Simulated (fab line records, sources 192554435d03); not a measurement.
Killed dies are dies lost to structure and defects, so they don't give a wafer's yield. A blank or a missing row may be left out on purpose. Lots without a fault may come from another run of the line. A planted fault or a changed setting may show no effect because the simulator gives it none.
A struck lot beside a sound one | flow n5_finfet | 14 steps out of a route of 1938
Sound: wafers L224.2, L224.4, L224.5. Struck: wafers L219.1, L219.4, L219.5. The cause comes at the end.
At each step with rows: each side's tool, then ch and its chambers, then its first start. Under that, the readings that differ: sound wafers | struck wafers | difference of the means | sigmas: that difference in standard deviations of wafers without a fault.
alike: readings whose means differ by less than 2 such deviations, and words and numbers that are the same on both sides. not compared: withheld readings, readings that some wafer has no value for, bounds like >300 that may hide the same value, and numbers for which the record gives no deviation and whose values overlap.
The two part at a step that has a row with sigmas, a row that says differs or no value, or rows on one side only. Numbers that don't overlap but have no deviation are shown without sigmas and don't part them. A reading that every wafer of one side lacks parts them only if that side has two wafers or more.

N5_BEOL_M4_STRIP_66: strips in CF4.
  sound on rie_diel-02 ch 1,2, day 12 07:17; struck on rie_diel-02 ch 0,1, day 11 11:37
  reading                | sound             | struck            | difference | sigmas
  throttle_valve_pct (%) | 13.26 13.90 13.25 | 13.85 13.88 13.88 | +0.40      | +2
  alike: drypump_motor_current_A, oes_product_au, rf_fwd_power_W, rf_vpp_V, showerhead_plenum_p_Torr
  not compared: rf_hours_counter_h
N5_BEOL_M4_HM_OPEN_17: chemistry Cl2/BCl3, target TiN, target depth 20 nm, overetch 6 nm.
  sound on rie_metal-02 ch 0,1, day 12 07:19; struck on rie_metal-02 ch 0, day 11 11:40
  alike: drypump_motor_current_A, oes_product_au, rf_fwd_power_W, throttle_valve_pct
  not compared: rf_hours_counter_h
N5_BEOL_M4_STRIP_19: strips in O2.
  sound on rie_diel-06 ch 0,3, day 12 07:26; struck on rie_diel-06 ch 0,2, day 11 11:46
  alike: drypump_motor_current_A, oes_product_au, rf_vpp_V, showerhead_plenum_p_Torr, temp_c, throttle_valve_pct
  not compared: rf_hours_counter_h
N5_BEOL_M4_CD_MEAS_18: pitch 36 nm, target cd 18 nm.
  sound on cd_sem-02, day 12 07:31; struck on cd_sem-01, day 11 11:50
  alike: cd_nm
then, 8 steps without rows for these wafers: N5_BEOL_M4_COAT_67 (time 60 s, resist thk 60 nm); N5_BEOL_M4_COAT_68 (time 60 s, resist thk 12 nm); N5_BEOL_M4_COAT_76 (time 60 s, resist thk 5 nm); N5_BEOL_M4_COAT_22 (resist thk 30 nm); N5_BEOL_M4_EBR_24; N5_BEOL_M4_SOFTBAKE_23 (time 60 s); N5_BEOL_M4_EXPOSE_25 (exposes mask V3, defocus 5 nm); N5_BEOL_M4_PEB_26 (peb time 60 s).
N5_BEOL_M4_DEVELOP_27: develop time 30 s.
  sound on litho_track-05 ch 0, day 12 07:46; struck on litho_track-01, day 11 12:06
  no value came back on the struck wafers for chill_plate_temp_C (C), develop_time_s (s); on the sound wafers chill_plate_temp_C (C) reads 23.01 23.05 23.24
  reading                                      | sound          | struck   | difference | sigmas
  model.CAR-EUV_of_BEOL_M4_COAT_22.thk_nm (nm) | 29.6 29.6 29.6 | 30 30 30 | +0         |
N5_BEOL_M4_CD_MEAS_28: target cd 26.2 nm, target cd y 24.1 nm.
  sound on cd_sem-03 ch 0, day 12 07:49; struck on cd_sem-02 ch 0, day 11 12:10
  reading    | sound             | struck | difference                    | sigmas
  cd_nm (nm) | 26.68 26.46 26.14 | - - -  | no value on the struck wafers |

WHERE THEY PART
First at N5_BEOL_M4_STRIP_66; last, within this record, at N5_BEOL_M4_CD_MEAS_28.

WHY: what the simulator had put in
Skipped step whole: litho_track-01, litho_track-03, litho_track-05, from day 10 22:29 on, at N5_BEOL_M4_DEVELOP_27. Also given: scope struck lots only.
